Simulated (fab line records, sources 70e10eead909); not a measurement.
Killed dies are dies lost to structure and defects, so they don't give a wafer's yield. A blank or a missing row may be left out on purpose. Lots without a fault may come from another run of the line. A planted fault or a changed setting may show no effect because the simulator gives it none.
Which tool did it? | flow nand_harc | 7 lots, 21 wafers sampled, at 5 steps of a route of 1302

WHAT THE GAUGES READ, wafer by wafer
NHARC_END_SORT_01.
lot  | measured     | on        | killed_at_array
L920 | day 26 02:43 | prober-02 | 672 675 671
L924 | day 27 10:25 | prober-02 | 672 671 669
L933 | day 31 15:49 | prober-02 | 75 80 69

WHICH TOOL RAN EACH LOT (tool, then ch and the chambers of the sampled wafers, then the start)
lot  | NHARC_A_STAIRCASE_ETCH_403          | NHARC_THIN_TSV_STRIP_45              | NHARC_THIN_TSV_PVD_51                   | NHARC_THIN_TSV_DEGAS_53
L917 | wet_bench-09 ch 1,5,6, day 19 12:28 | plasma_asher-02 ch 0,1, day 24 06:25 | pvd_sputter-03, day 24 10:17 or earlier | pvd_sputter-02, day 24 10:17
L920 | wet_bench-09 ch 1,5,6, day 20 18:17 | -                                    | -                                       | -
L924 | wet_bench-05 ch 0,1,4, day 22 02:38 | -                                    | -                                       | -
L932 | wet_bench-09 ch 1,3,7, day 25 04:33 | plasma_asher-02 ch 0,1, day 30 01:56 | pvd_sputter-02, day 30 05:34 or earlier | pvd_sputter-02, day 30 05:34
L933 | wet_bench-05 ch 2,4,6, day 25 23:41 | plasma_asher-02 ch 1, day 31 00:02   | pvd_sputter-01, day 31 03:43 or earlier | pvd_sputter-02, day 31 03:43
L935 | wet_bench-07 ch 0,4,5, day 26 14:56 | plasma_asher-02 ch 0,1, day 31 06:22 | pvd_sputter-03, day 31 10:05 or earlier | pvd_sputter-01, day 31 10:05
L938 | wet_bench-05 ch 5,6,7, day 28 02:58 | plasma_asher-01 ch 0,1, day 32 15:36 | pvd_sputter-02, day 32 19:20 or earlier | pvd_sputter-03, day 32 19:20
- NHARC_A_STAIRCASE_ETCH_403: etches SiO2 in dHF, target depth 108.2 nm.
- NHARC_THIN_TSV_STRIP_45: strips in O2.
- NHARC_THIN_TSV_PVD_51: deposits Cu, target thk 100 nm.
- NHARC_THIN_TSV_DEGAS_53: time 60 s.

THE ANSWER, worked out from the rows above alone
Rule: what is usual is taken from the lots themselves. Put in order of their means at a reading, lots are off if they are a third of the lots or fewer, leave a main group of 4 or more, and stand apart from it by a gap of 3 or more times the standard deviation of the main group's means; of several such gaps the widest counts. A main group whose means are all the same, to the digits that the tables above print for the reading, isn't used. A lot without any number at a reading at which 4 lots or more have one is off too. The other lots that the step has rows for count as sound.
No lot is off at any reading shown: from this, nothing can be told.

WHAT THE SIMULATOR HAD PUT IN
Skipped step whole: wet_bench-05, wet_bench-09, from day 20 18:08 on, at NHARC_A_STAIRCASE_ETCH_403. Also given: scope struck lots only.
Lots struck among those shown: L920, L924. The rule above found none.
